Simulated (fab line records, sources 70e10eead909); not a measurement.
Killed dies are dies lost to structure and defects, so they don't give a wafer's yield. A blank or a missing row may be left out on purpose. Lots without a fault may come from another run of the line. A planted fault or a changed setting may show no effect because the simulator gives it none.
A struck lot beside a sound one | flow nand_harc | 15 steps out of a route of 1302
Sound: wafers L539.3, L539.4, L539.6. Struck: wafers L544.1, L544.3, L544.5. The cause comes at the end.
At each step with rows: each side's tool, then ch and its chambers, then its first start. Under that, the readings that differ: sound wafers | struck wafers | difference of the means | sigmas: that difference in standard deviations of wafers without a fault.
alike: readings whose means differ by less than 2 such deviations, and words and numbers that are the same on both sides. not compared: withheld readings, readings that some wafer has no value for, bounds like >300 that may hide the same value, and numbers for which the record gives no deviation and whose values overlap.
The two part at a step that has a row with sigmas, a row that says differs or no value, or rows on one side only. Numbers that don't overlap but have no deviation are shown without sigmas and don't part them. A reading that every wafer of one side lacks parts them only if that side has two wafers or more.

first, 1 step without rows for these wafers: NHARC_P_ZERO_WELL_HARDBAKE_53 (time 80 s).
NHARC_P_ZERO_WELL_DESCUM_54: chemistry O2, time 3 s.
  sound on rie_diel-08 ch 2,3, day 3 17:56; struck on rie_diel-04 ch 0,3, day 5 19:46
  alike: drypump_motor_current_A, oes_product_au, rf_vpp_V, showerhead_plenum_p_Torr, throttle_valve_pct
  not compared: rf_hours_counter_h
then, 5 steps without rows for these wafers: NHARC_P_ZERO_WELL_IMPLANT_55; NHARC_P_ZERO_WELL_IMPLANT_61; NHARC_P_ZERO_WELL_STRIP_56 (strips in SPM, time 840 s); NHARC_P_ZERO_WELL_PRECLEAN_68 (cleans in SC1, time 60 s); NHARC_P_ZERO_WELL_SRD_69.
NHARC_P_ZERO_WELL_RTA_42: time 300 s.
  sound on rtp_anneal-02 ch 0, day 3 19:08; struck on rtp_anneal-02 ch 0, day 5 20:50
  alike: lamp_power_pct, lamp_zone_3_pct, wafer_temp_C_max
NHARC_P_ZERO_WELL_INSPECT_43:
  sound on defect_inspect-01, day 3 19:37; struck on defect_inspect-02, day 5 21:31
  alike: raw_defect_count
then, 3 steps without rows for these wafers: NHARC_P_STI_ETCH_26 (etches SiO2 in dHF, target depth 11 nm); NHARC_P_STI_PRECLEAN_27 (cleans in SC1); NHARC_P_STI_SRD_28.
NHARC_P_STI_OXIDE_29: material SiO2, target thk 10 nm, ox time 1362 s.
  sound on furnace-07 ch 0, day 3 23:44; struck on furnace-07 ch 0, day 6 05:44
  alike: tube_center_temp_C, zone_power_lower_pct, zone_power_upper_pct
then, 1 step without rows for these wafers: NHARC_P_STI_HM_DEP_30 (deposits Si3N4, target thk 80 nm, time 873 s).
-- the record jumps here: 21 days lie between the struck wafers' starts before and after (it left off in module P_STI and takes up again in module END, whose first step shown is number 1302 of the route) --
NHARC_END_SORT_01:
  sound on prober-01 ch 0, day 26 00:43; struck on prober-02 ch 0, day 27 12:50
  alike: killed_at_array, killed_at_other, killed_at_periphery, killed_dies, killed_open, killed_short

WHERE THEY PART
Nowhere in this record.

WHY: what the simulator had put in
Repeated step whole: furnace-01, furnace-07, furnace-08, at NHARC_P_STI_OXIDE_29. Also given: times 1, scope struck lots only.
